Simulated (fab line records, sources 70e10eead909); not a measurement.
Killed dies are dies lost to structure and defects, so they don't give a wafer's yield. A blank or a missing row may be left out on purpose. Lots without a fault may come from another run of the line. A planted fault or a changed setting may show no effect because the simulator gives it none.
fab line records | flow nand_harc
record lots=12 wafers=36 last_day=33
route steps=1302 shown A_CONTACT@1003
lots that met no fault: from a run of the same line without faults
start_h: hours from the record's first day to the start of the lot's first wafer shown | wait_h: hours since the lot's step before | " the same as in the row above | L1.1+2: a row that stands for several wafers | - no value, or no start given | * or withheld: withheld | < > ~ a bound
route shown NAME@n: a module of which the file shows steps, and the number in the route of the first | usual: mean/standard deviation of fault-free wafers | same: alike in all rows | chamber/n: place in a boat | sites: the reading at each site | _std_site: their standard deviation | _edge_site: outer sites' mean less inner sites' | radius_mm: how far each site lies from the wafer's centre | mask NAME#n: copy n | behind: the tool/chamber that last shaped the wafer | hold: why the lot was held/for how many hours/how that ended | device: the transistor (n, p or np) that didn't switch | end of line: the same wafers' tests at the end of the route | a step without rows: its recipe alone | killed: dies lost to structure and defects at the first sort, not the wafer's yield | map: a wafer's dies, x killed, . not, _ none there
set.NAME: the setting as run; set.NAME@STEP: as run at that earlier step | model.NAME: the simulator's own value behind a step, which no gauge read
steps of the route over a sample of lots; a table a step, a row a wafer
services: from which hour (start_h, from the record's first day; less than 0 if before it) a tool's chamber was out of use, for how many hours, and why
## steps
# step NHARC_A_CONTACT_ETCH_50
# recipe target_depth_a=1210 time_s=60.5 cf4_flow_sccm=100 chf3_flow_sccm=30 ar_flow_sccm=0 rf_w=500 bias_w=200 chemistry=CF4/CHF3
# usual drypump_motor_current_A=6.07/0.25 mfc_ar_sccm=0.004/0.0065 oes_product_au=0.953/0.022 rf_vpp_V=370.4/2 showerhead_plenum_p_Torr=1.57/0.054 throttle_valve_pct=16.801/0.0078
# columns lot.wafer tool chamber start_h wait_h drypump_motor_current_A mfc_ar_sccm oes_product_au rf_hours_counter_h rf_vpp_V showerhead_plenum_p_Torr throttle_valve_pct
L662.2 rie_diel-10 2 - - 6.26 0.017 0.967 12 370.6 1.56 16.810
L662.1 " 3 " " 5.80 0.001 0.960 13 367.7 1.53 16.802
L662.6 " 2 " " 6.25 0.017 0.976 - 368.7 1.56 16.794
L663.4 rie_diel-12 2 - - 6.36 0 0.982 23 369.3 1.55 16.815
L663.2 " 0 " " 6.21 0 0.961 20 369.5 1.52 16.809
L663.5 " 2 " " 6.35 0 0.978 - 371.0 1.55 16.802
L661.1 rie_diel-10 1 - - 5.66 0 0.963 14 370.2 1.54 16.802
L661.3 " 0 " " 6.12 0 0.967 13 371.7 1.61 16.794
L661.5 " 2 " " 6.26 0.017 0.952 - 368.5 1.56 16.801
L664.3 rie_diel-10 3 - - 5.77 0.001 0.955 20 368.9 1.53 16.793
L664.6 " 0 " " 6.18 0 0.964 - 370.5 1.61 16.814
L664.5 " 1 " " 5.70 0 0.974 - 368.8 1.54 16.803
L666.4 rie_diel-10 2 - - 6.24 0.017 0.962 23 369.0 1.55 16.803
L666.3 " 0 " " 6.16 0 0.986 21 371.8 1.61 16.803
L666.5 " 3 " " 5.82 0.001 0.986 - 369.7 1.53 16.800
L668.4 rie_diel-13 3 - - 6.58 0 0.908 27 367.1 1.49 16.801
L668.1 " 2 " " 5.97 0.013 0.923 26 371.4 1.57 16.797
L668.5 " 3 " " 6.60 0 0.907 - 366.9 1.49 16.805
L674.4 rie_diel-10 3 - - 5.81 0.001 0.969 6 369.7 1.53 16.789
L674.5 " 3 " " 5.80 0.001 0.970 - 367.8 1.53 16.810
L674.6 " 0 " " 6.16 0 0.979 - 372.1 1.60 16.806
L677.3 rie_diel-10 1 - - 5.67 0 0.974 8 368.6 1.54 16.794
L677.5 " 3 " " 5.81 0.001 0.952 - 370.3 1.53 16.810
L677.6 " 0 " " 6.12 0 0.955 - 370.5 1.60 16.798
L678.1 rie_diel-10 2 - - 6.21 0.017 0.977 18 369.4 1.55 16.806
L678.5 " 3 " " 5.80 0.001 0.966 - 370.1 1.53 16.790
L678.6 " 0 " " 6.14 0 0.957 - 371.8 1.60 16.798
L679.4 rie_diel-10 1 - - 5.69 0 0.959 14 369.6 1.54 16.808
L679.2 " 0 " " 6.14 0 0.959 19 371.5 1.60 16.804
L679.6 " 2 " " 6.22 0.017 0.967 - 370.4 1.55 16.787
L681.3 rie_diel-12 2 - - 6.28 0 0.922 26 369.1 1.53 16.805
L681.2 " 3 " " 5.85 0 0.907 26 373.2 1.66 16.799
L681.5 " 0 " " 6.21 0 0.915 - 368.3 1.50 16.792
L680.3 rie_diel-10 0 - - 6.14 0 0.924 20 371.1 1.60 16.805
L680.6 " 0 " " 6.17 0 0.925 - 370.6 1.60 16.798
L680.5 " 1 " " 5.66 0 0.916 - 368.6 1.54 16.809
# step NHARC_A_CONTACT_ETCH_51
# recipe target_depth_a=70000 over_etch_frac=0.3 time_s=1820 ion_energy_ev=150 o2_flow_sccm=400 cos_flow_sccm=20 ar_flow_sccm=0 rf_w=500 bias_w=300 chemistry=O2/COS
# usual drypump_motor_current_A=6.08/0.25 mfc_ar_sccm=0.004/0.0068 o2_flow_sccm=400.0/1.2 oes_product_au=0.999/0.0076 rf_vpp_V=314.1/1.7 showerhead_plenum_p_Torr=3.12/0.11 throttle_valve_pct=28.330/0.0099
# same over_etch_frac=0.3
# columns lot.wafer tool chamber start_h wait_h drypump_motor_current_A mfc_ar_sccm o2_flow_sccm oes_product_au rf_hours_counter_h rf_vpp_V showerhead_plenum_p_Torr throttle_valve_pct
L662.1 rie_diel-10 1 509.97 - 5.67 0 399.7 1.001 11 314.0 3.07 28.332
L662.2 " 2 " " 6.26 0.017 399.2 0.988 12 313.8 3.09 28.328
L662.6 " 1 " " 5.68 0 399.1 0.997 - 313.4 3.07 28.321
L661.1 rie_diel-10 2 520.55 - 6.23 0.017 400.6 0.991 15 314.1 3.09 28.338
L661.3 " 0 " " 6.17 0 401.5 1.011 13 315.1 3.19 28.335
L661.5 " 3 " " 5.82 0.001 400.6 0.999 - 313.7 3.04 28.336
L663.4 rie_diel-12 0 520.59 - 6.22 0 400.5 0.994 20 313.9 3.01 28.343
L663.2 " 2 " " 6.31 0 399.2 0.996 23 312.8 3.07 28.333
L663.5 " 0 " " 6.23 0 401.8 0.992 - 312.3 3.01 28.349
L664.3 rie_diel-10 2 556.23 - 6.26 0.017 399.8 0.995 21 313.2 3.08 28.342
L664.5 " 1 " " 5.67 0 399.7 0.991 - 313.3 3.06 28.331
L664.6 " 2 " " 6.25 0.017 401.6 0.992 - 312.9 3.08 28.344
L666.3 rie_diel-10 2 570.27 - 6.25 0.017 399.8 1.000 23 312.7 3.08 28.326
L666.4 " 0 " " 6.19 0 480.8 1.002 21 316.1 3.57 31.480
L666.5 " 2 " " 6.26 0.017 399.0 0.997 - 313.2 3.08 28.314
L668.1 rie_diel-13 1 603.15 - 6.42 0.011 401.3 1.007 25 317.2 3.36 28.338
L668.4 " 2 " " 5.99 0.013 401.7 0.995 26 315.2 3.11 28.360
L668.5 " 1 " " 6.40 0.011 399.4 0.995 - 316.6 3.36 28.337
L674.4 rie_diel-10 2 651.77 - 6.26 0.017 398.9 1.006 11 314.0 3.07 28.338
L674.5 " 3 " " 5.84 0.001 399.1 0.997 - 313.5 3.04 28.332
L674.6 " 0 " " 6.20 0 400.2 1.002 - 313.0 3.18 28.315
L677.3 rie_diel-10 1 661.85 - 5.72 0 400.4 0.991 8 313.3 3.05 28.340
L677.5 " 1 " " 5.70 0 401.2 0.985 - 313.7 3.05 28.325
L677.6 " 2 " " 6.27 0.017 400.2 1.007 - 313.0 3.07 28.325
L678.1 rie_diel-10 2 689.77 - 6.24 0.017 399.9 0.995 18 312.2 3.07 28.339
L678.6 " 0 " " 6.16 0 401.6 0.989 - 313.3 3.18 28.314
L678.5 " 1 " " 5.68 0 400.6 0.989 - 314.2 3.05 28.318
L679.2 rie_diel-10 2 700.48 - 6.27 0.017 400.9 1.007 19 311.6 3.07 28.344
L679.4 " 0 " " 6.18 0 400.4 1.003 19 316.2 3.17 28.320
L679.6 " 2 " " 6.27 0.017 400.0 1.006 - 313.5 3.07 28.337
L681.2 rie_diel-12 2 702.78 - 6.32 0 399.9 0.994 26 313.3 3.03 28.313
L681.3 " 3 " " 5.89 0 400.3 0.993 26 316.2 3.29 28.310
L681.5 " 0 " " 6.21 0 399.9 1.000 - 312.0 2.98 28.308
L680.3 rie_diel-10 0 704.78 - 6.15 0 399.1 0.994 20 314.6 3.17 28.343
L680.6 " 0 " " 6.17 0 399.7 1.013 - 314.3 3.17 28.324
L680.5 " 1 " " 5.67 0 399.2 1.007 - 313.0 3.05 28.344
# step NHARC_A_CONTACT_ETCH_118
# recipe source_w=withheld pressure_mtorr=20 bias_v=3000 time_s=190 target_depth_a=18500 ar_flow_sccm=withheld c4f8_flow_sccm=withheld o2_flow_sccm=withheld chemistry=C4F8/O2/Ar
# columns lot.wafer tool chamber start_h wait_h rf_hours_counter_h
L662.1 har_cap_etch-02 0 513.10 0.1 85
L662.2 " 1 " " 85
L662.6 " 1 " " -
L663.2 har_cap_etch-02 1 522.90 0.1 88
L663.4 " 0 " " -
L663.5 " 0 " " -
L661.1 har_cap_etch-01 0 523.02 0.1 2
L661.3 " 1 " " -
L661.5 " 1 " " -
L664.3 har_cap_etch-02 0 558.58 0.1 -
L664.6 " 0 " " -
L664.5 " 1 " " -
L666.4 har_cap_etch-02 0 572.77 0.1 -
L666.3 " 1 " " -
L666.5 " 1 " " -
L668.1 har_cap_etch-01 1 605.44 0.1 15
L668.4 " 0 " " -
L668.5 " 0 " " -
L674.4 har_cap_etch-02 0 653.90 0.1 -
L674.6 " 1 " " -
L674.5 " 0 " " -
L677.3 har_cap_etch-01 1 664.34 0.1 -
L677.5 " 1 " " -
L677.6 " 0 " " -
L678.1 har_cap_etch-01 0 691.96 0.1 32
L678.5 " 0 " " -
L678.6 " 1 " " -
L679.2 har_cap_etch-03 1 702.91 0.1 80
L679.4 " 1 " " -
L679.6 " 0 " " -
L681.2 har_cap_etch-01 1 704.98 0.1 34
L681.3 " 1 " " -
L681.5 " 0 " " -
L680.3 har_cap_etch-02 1 707.30 0.1 -
L680.5 " 0 " " -
L680.6 " 1 " " -
# step NHARC_A_CONTACT_ETCH_121
# recipe source_w=withheld pressure_mtorr=20 bias_v=3000 time_s=190 target_depth_a=18500 ar_flow_sccm=withheld c4f8_flow_sccm=withheld o2_flow_sccm=withheld chemistry=C4F8/O2/Ar
# columns lot.wafer tool chamber start_h wait_h rf_hours_counter_h
L662.1 har_cap_etch-02 0 513.62 0.1 86
L662.2 " 1 " " 86
L662.6 " 1 " " -
L663.2 har_cap_etch-02 1 523.41 0.1 88
L663.4 " 0 " " -
L663.5 " 0 " " -
L661.1 har_cap_etch-01 0 523.53 0.1 3
L661.3 " 1 " " -
L661.5 " 1 " " -
L664.3 har_cap_etch-02 0 559.10 0.1 -
L664.6 " 0 " " -
L664.5 " 1 " " -
L666.4 har_cap_etch-02 0 573.28 0.1 -
L666.3 " 1 " " -
L666.5 " 1 " " -
L668.1 har_cap_etch-01 1 605.95 0.1 15
L668.4 " 0 " " -
L668.5 " 0 " " -
L674.4 har_cap_etch-02 0 654.41 0.1 -
L674.6 " 1 " " -
L674.5 " 0 " " -
L677.3 har_cap_etch-01 1 664.85 0.1 -
L677.5 " 1 " " -
L677.6 " 0 " " -
L678.1 har_cap_etch-01 0 692.47 0.1 32
L678.5 " 0 " " -
L678.6 " 1 " " -
L679.2 har_cap_etch-03 1 703.43 0.1 80
L679.4 " 1 " " -
L679.6 " 0 " " -
L681.2 har_cap_etch-01 1 705.49 0.1 34
L681.3 " 1 " " -
L681.5 " 0 " " -
L680.3 har_cap_etch-02 1 707.81 0.1 -
L680.5 " 0 " " -
L680.6 " 1 " " -
## services
# columns tool chamber start_h hours kind
rie_diel-12 - 488.80 1.9 repair
har_cap_etch-01 - 498.41 17.0 pm
rie_diel-10 0 502.22 - clean
rie_diel-10 1 502.22 - clean
rie_diel-10 2 502.22 - clean
rie_diel-10 3 502.22 - clean
rie_diel-12 2 505.50 4.2 repair
rie_diel-13 - 519.08 9.0 pm
rie_diel-10 0 526.72 - clean
rie_diel-10 1 526.72 - clean
rie_diel-10 2 526.72 - clean
rie_diel-10 3 526.72 - clean
rie_diel-10 0 551.22 - clean
rie_diel-10 1 551.22 - clean
rie_diel-10 2 551.22 - clean
har_cap_etch-02 - 562.06 1.1 repair
har_cap_etch-02 - 585.38 0.2 repair
rie_diel-10 - 596.72 9.0 pm
rie_diel-12 - 623.18 9.0 pm
rie_diel-10 1 624.97 18.9 repair
rie_diel-10 3 634.00 16.1 repair
rie_diel-13 3 668.17 6.5 repair
rie_diel-12 0 685.69 1.4 repair
rie_diel-13 - 696.11 9.0 pm
## key
first_sign step=NHARC_A_CONTACT_ETCH_51 reading=throttle_valve_pct direction=up sigmas=99+ usual=28.330 struck=31.480
effect step=NHARC_A_CONTACT_ETCH_51 reading=o2_flow_sccm direction=up sigmas=68 usual=* struck=*
met_at NHARC_A_CONTACT_ETCH_51
struck_lots L666
struck_wafers L666.4
tester_left_out L666
not_acting_at NHARC_A_CONTACT_ETCH_50,NHARC_A_CONTACT_ETCH_118,NHARC_A_CONTACT_ETCH_121
onset_between 520.55 570.27
fault kind=process_parameter_drift tool=rie_diel-10 chamber=0 onset_h=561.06 steps=NHARC_A_CONTACT_ETCH_51 channel=o2_flow_sccm offset=* shape=step end_h=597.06 acts_in=* stated=*
# tester_left_out: of these lots the tester's yield and bins aren't shown, on N5 and GAA mostly nor the transistor test; their killed dies are dies lost to structure and defects alone, not to doping, threshold or leakage, so they don't give the yield
